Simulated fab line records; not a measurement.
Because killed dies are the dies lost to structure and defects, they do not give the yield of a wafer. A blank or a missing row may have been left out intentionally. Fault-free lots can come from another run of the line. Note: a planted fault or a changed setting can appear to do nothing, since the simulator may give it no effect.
Which tool was responsible?    flow nand-harc    33 wafers from 11 lots sampled at 5 of the route's 1302 steps

== WHAT THE GAUGES SHOWED, per wafer ==
NHARC_A_CHANNEL_HOLE_D2_CD_MEAS_10: target cd 100 nm. Usual: cd-nm at 99.7 nm, with a standard deviation of 0.58.
lot   measured      on         cd-nm (nm)         flag
L893  day 13 07:47  cd-sem-03  99.7 99.8 100.0    
L894  day 14 02:17  cd-sem-03  99.5 99.1 99.2     
L895  day 14 12:26  cd-sem-02  99.2 99.6 98.6     
L901  day 16 13:44  cd-sem-01  100.0 100.3 100.3  
L902  day 17 10:06  cd-sem-02  100.3 100.5 100.8  
L907  day 19 06:27  cd-sem-01  100.1 100.3 100.1  
L908  day 20 03:18  cd-sem-01  100.2 100.3 100.0  
L911  day 20 20:11  cd-sem-03  100.3 100.6 100.1  
L910  day 20 22:05  cd-sem-03  99.5 99.1 99.6     
L912  day 21 12:43  cd-sem-02  99.9 99.2 99.8     
L914  day 22 11:15  cd-sem-02  99.5 99.5 99.5     

NHARC_A_CHANNEL_HOLE_D2_CD_MEAS_18. Usual: cd-nm at 99.1 nm, with a standard deviation of 2.2.
lot   measured      on         cd-nm (nm)        flag
L893  day 13 09:04  cd-sem-02  96.8 96.9 98.9    
L894  day 14 03:34  cd-sem-03  103.1 100.1 98.7  
L895  day 14 13:43  cd-sem-02  99.7 97.0 99.7    
L901  day 16 15:01  cd-sem-01  99.7 101.5 100.5  
L902  day 17 11:36  cd-sem-02  102.8 97.8 101.4  
L907  day 19 07:45  cd-sem-03  99.7 103.1 99.1   
L908  day 20 04:35  cd-sem-03  98.0 102.3 95.9   
L911  day 20 21:29  cd-sem-02  97.6 97.5 98.6    
L910  day 20 23:22  cd-sem-03  96.6 95.5 97.5    
L912  day 21 14:00  cd-sem-03  102.5 98.8 100.6  
L914  day 22 12:32  cd-sem-01  98.7 99.7 100.5   

NHARC_END_SORT_01. Usual: killed-at-array 49, standard deviation 18; killed-at-other 0.7, standard deviation 1.1; killed-at-periphery 4.0, standard deviation 2.6; killed-dies 54, standard deviation 19; killed-open 3.4, standard deviation 1.7; killed-short 2.5, standard deviation 1.7.
lot   measured      on         killed-at-array  killed-at-other  killed-at-periphery  killed-dies  killed-open  killed-short  flag
L901  day 27 22:13  prober-01  673 671 670      3 1 1            1 5 6                677 677 677  1 3 5        1 0 2         OFF
L902  day 28 10:43  prober-02  676 672 673      0 3 2            1 2 2                677 677 677  1 3 6        3 2 4         OFF

== EACH LOT AND THE TOOL THAT RAN IT (in order: tool; ch and the chambers of the sampled wafers; start) ==
lot   NHARC_A_CHANNEL_HOLE_D2_ETCH_16     NHARC_A_CHANNEL_HOLE_D2_ETCH_27
L893  rie-diel-04 ch 0,1,3, day 13 08:33  har-etch-02 ch 0,1, day 13 13:08
L894  rie-diel-01 ch 0,1,3, day 14 02:59  har-etch-01 ch 0,1, day 14 07:37
L895  rie-diel-01 ch 0,1, day 14 13:12    har-etch-01 ch 0,1, day 14 17:46
L901  rie-diel-04 ch 0,3, day 16 14:30    har-etch-01 ch 1, day 16 21:43
L902  rie-diel-06 ch 0,1,2, day 17 10:54  har-etch-02 ch 0,1, day 17 15:53
L907  rie-diel-04 ch 1,3, day 19 07:10    har-etch-02 ch 0,1, day 19 11:51
L908  rie-diel-06 ch 0,3, day 20 04:04    har-etch-02 ch 0,1, day 20 08:37
L911  rie-diel-06 ch 0,2,3, day 20 20:54  har-etch-02 ch 0,1, day 21 01:34
L910  rie-diel-06 ch 2,3, day 20 22:48    har-etch-01 ch 0,1, day 21 03:26
L912  rie-diel-04 ch 0,3, day 21 13:25    har-etch-02 ch 0,1, day 21 18:03
L914  rie-diel-04 ch 0,3, day 22 12:01    har-etch-01 ch 0,1, day 22 16:42
- NHARC_A_CHANNEL_HOLE_D2_ETCH_16: etches the open film in O2/COS, target depth 3100 nm, time 806 s.
- NHARC_A_CHANNEL_HOLE_D2_ETCH_27: etches the open film in C4F8/O2/Ar, time 90 s, target depth 400 nm.

== WHAT THE TOOLS THEMSELVES READ (means of the sampled wafers that have a number; where no wafer has one, the mark that the record gives instead) ==
NHARC_A_CHANNEL_HOLE_D2_ETCH_16. Usual: bias-w 300.1 W, standard deviation 0.92; chamber-pressure-mTorr 19.999 mTorr, standard deviation 0.018; drypump-motor-current-A 5.9 A, standard deviation 0.4; o2-flow-sccm 400.0 sccm, standard deviation 1.3; oes-product-au 1.001 a.u., standard deviation 0.0079; rf-fwd-power-W 499.6 W, standard deviation 1.6; rf-vpp-V 314.4 V, standard deviation 1.8; showerhead-plenum-p-Torr 3.14 Torr, standard deviation 0.12; throttle-valve-pct 28.330 %, standard deviation 0.0091.
lot   tool         bias-w (W)  chamber-pressure-mTorr (mTorr)  drypump-motor-current-A (A)  o2-flow-sccm (sccm)  oes-product-au (a.u.)  rf-fwd-power-W (W)  rf-vpp-V (V)  showerhead-plenum-p-Torr (Torr)  throttle-valve-pct (%)  flag
L893  rie-diel-04  300.3       19.977                          5.7                          400.8                1.002                  498.6               316.7         3.25                             28.329                  
L894  rie-diel-01  300.2       19.993                          6.1                          400.0                0.999                  500.5               313.7         3.09                             28.328                  
L895  rie-diel-01  299.4       20.004                          6.2                          400.8                1.001                  500.3               314.0         3.07                             28.340                  
L901  rie-diel-04  -           -                               -                            -                    -                      -                   -             -                                -                       OFF
L902  rie-diel-06  -           -                               -                            -                    -                      -                   -             -                                -                       OFF
L907  rie-diel-04  300.6       19.995                          6.0                          400.3                1.003                  500.2               315.7         3.27                             28.342                  
L908  rie-diel-06  299.8       20.023                          6.0                          400.2                0.999                  498.1               312.1         3.00                             28.325                  
L911  rie-diel-06  299.3       20.006                          6.2                          400.4                1.011                  498.9               312.5         3.02                             28.335                  
L910  rie-diel-06  300.6       19.990                          6.1                          400.5                1.004                  499.5               311.8         2.99                             28.328                  
L912  rie-diel-04  300.5       20.009                          5.9                          401.5                0.999                  500.8               316.4         3.31                             28.330                  
L914  rie-diel-04  300.9       20.004                          5.6                          400.8                1.004                  499.6               316.3         3.29                             28.336                  

NHARC_A_CHANNEL_HOLE_D2_ETCH_27. Usual: bias-v 401 V, standard deviation 4.1; c4f8-flow-sccm 41.69 sccm, standard deviation 0.12; drypump-motor-current-A 6.3 A, standard deviation 0.36; o2-flow-sccm 83.25 sccm, standard deviation 0.24; rf-fwd-power-W 1986 W, standard deviation 6.8; showerhead-plenum-p-Torr 3.73 Torr, standard deviation 0.11; throttle-valve-pct 27.619 %, standard deviation 0.011.
lot   tool         bias-v (V)  c4f8-flow-sccm (sccm)  drypump-motor-current-A (A)  o2-flow-sccm (sccm)  rf-fwd-power-W (W)  showerhead-plenum-p-Torr (Torr)  throttle-valve-pct (%)  flag
L893  har-etch-02  398         41.57                  6.5                          83.38                1989                3.71                             27.626                  
L894  har-etch-01  400         41.64                  6.0                          83.30                1988                3.71                             27.618                  
L895  har-etch-01  405         41.60                  6.3                          83.26                1986                3.72                             27.619                  
L901  har-etch-01  400         41.67                  5.7                          83.09                1983                3.68                             27.613                  
L902  har-etch-02  400         41.61                  6.3                          83.21                1986                3.90                             27.631                  
L907  har-etch-02  406         41.61                  6.3                          83.32                1987                3.88                             27.623                  
L908  har-etch-02  400         41.67                  6.3                          83.08                1982                3.88                             27.621                  
L911  har-etch-02  403         41.66                  6.5                          83.54                1985                3.79                             27.617                  
L910  har-etch-01  396         41.76                  6.0                          83.07                1988                3.65                             27.618                  
L912  har-etch-02  403         41.58                  6.5                          83.24                1986                3.79                             27.607                  
L914  har-etch-01  404         41.78                  6.3                          83.23                1988                3.65                             27.617                  

== THE ANSWER, worked out from the rows above alone ==
Rule: a lot counts as off when the mean over its wafers that have a number is more than 3 standard deviations away from the usual mean. A lot without any number at a reading at which 4 lots or more have one is off too. All remaining lots with rows at the step are treated as sound. Order of review: gauges by route order, followed by the tools' own readings, for which a lot's mean as printed above is used. The first step at which some lot is off is used, and at that step the reading that is off furthest; a lot without a number counts as furthest.
Off: L901, L902 (NHARC_END_SORT_01, killed-at-array). Neither off nor sound, because the step has no rows for them: L893, L894, L895, L907, L908, L911, L910, L912, L914.
A tool fits if, at a process step before that reading, it ran every lot that is off, and no sound lot after the first of them. Not tried: the gauges at NHARC_END_SORT_01; whatever is off there is also off at NHARC_A_CHANNEL_HOLE_D2_ETCH_16, on other tools, and gauge error can't account for it. None of those tried fits.

== WHAT THE SIMULATOR HAD PUT IN ==
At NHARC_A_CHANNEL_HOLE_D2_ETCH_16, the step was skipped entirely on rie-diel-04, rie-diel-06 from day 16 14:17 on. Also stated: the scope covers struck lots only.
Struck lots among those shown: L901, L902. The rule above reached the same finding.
